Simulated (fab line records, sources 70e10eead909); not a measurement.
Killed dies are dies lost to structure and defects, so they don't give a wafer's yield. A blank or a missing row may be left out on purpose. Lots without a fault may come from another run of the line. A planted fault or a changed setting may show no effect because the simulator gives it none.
Chamber matching | flow nand_harc | NHARC_A_STAIRCASE_TRIM_187 on rie_diel-03: 4 sister chambers
The step chemistry O2, time 211.2 s. 16 wafers are shown with their chamber, then 8 later ones without.

WAFERS WITH THEIR CHAMBER
wafer  | chamber | drypump_motor_current_A (A) | showerhead_plenum_p_Torr (Torr) | rf_vpp_V (V)
L114.2 | 0       | 5.7                         | 3.45                            | 58.8
L114.4 | 3       | 6.2                         | 3.76                            | 59.3
L114.5 | 1       | 5.6                         | 3.66                            | 58.5
L117.1 | 1       | 5.6                         | 3.65                            | 56.9
L117.2 | 2       | 6.4                         | 3.40                            | 57.9
L117.5 | 1       | 5.6                         | 3.65                            | 59.3
L119.1 | 2       | 6.4                         | 3.39                            | 56.4
L119.3 | 0       | 5.7                         | 3.45                            | 57.2
L119.4 | 1       | 5.6                         | 3.65                            | 57.9
L120.1 | 2       | 6.5                         | 3.39                            | 57.6
L120.3 | 0       | 5.7                         | 3.44                            | 56.6
L120.5 | 3       | 6.2                         | 3.75                            | 58.4
L131.2 | 0       | 5.7                         | 3.42                            | 57.6
L131.5 | 3       | 6.2                         | 3.73                            | 57.6
L131.6 | 2       | 6.4                         | 3.37                            | 56.0
L133.1 | 0       | 5.7                         | 3.42                            | 58.2

SIGNATURES (means of the wafers above)
reading                  | chamber 0 | chamber 1 | chamber 2 | chamber 3 | scatter within a chamber
drypump_motor_current_A  | 5.700     | 5.600     | 6.425     | 6.200     | 0.025
showerhead_plenum_p_Torr | 3.4360    | 3.6525    | 3.3875    | 3.7467    | 0.0127
rf_vpp_V                 | 57.680    | 58.150    | 56.975    | 58.433    | 0.912
Rule: a wafer's distance from a chamber is the root of the sum, over the readings, of the square of ((its reading less the chamber's mean) divided by the reading's scatter). The wafer belongs to the nearest chamber; if the next one is less than 2 further off, it can't be placed. The scatter: the root of (the sum of the squares of (reading less its chamber's mean) over the shown wafers, divided by (wafers less chambers)).

WAFERS WITHOUT THEIR CHAMBER
wafer  | drypump_motor_current_A (A) | showerhead_plenum_p_Torr (Torr) | rf_vpp_V (V)
L133.2 | 5.6                         | 3.62                            | 57.1
L133.5 | 5.6                         | 3.62                            | 58.1
L134.1 | 5.7                         | 3.41                            | 57.0
L134.3 | 5.6                         | 3.62                            | 58.0
L134.5 | 6.2                         | 3.72                            | 58.8
L136.1 | 5.7                         | 3.41                            | 56.9
L136.2 | 6.5                         | 3.36                            | 57.4
L136.4 | 6.2                         | 3.72                            | 57.6

WHICH CHAMBER EACH WENT THROUGH
wafer  | from the rows above | in truth
L133.2 | 1                   | 1
L133.5 | 1                   | 1
L134.1 | 0                   | 0
L134.3 | 1                   | 1
L134.5 | 3                   | 3
L136.1 | 0                   | 0
L136.2 | 2                   | 2
L136.4 | 3                   | 3
Placed correctly: 8 of 8. Can't be placed from these rows: 0. Placed wrongly: 0.
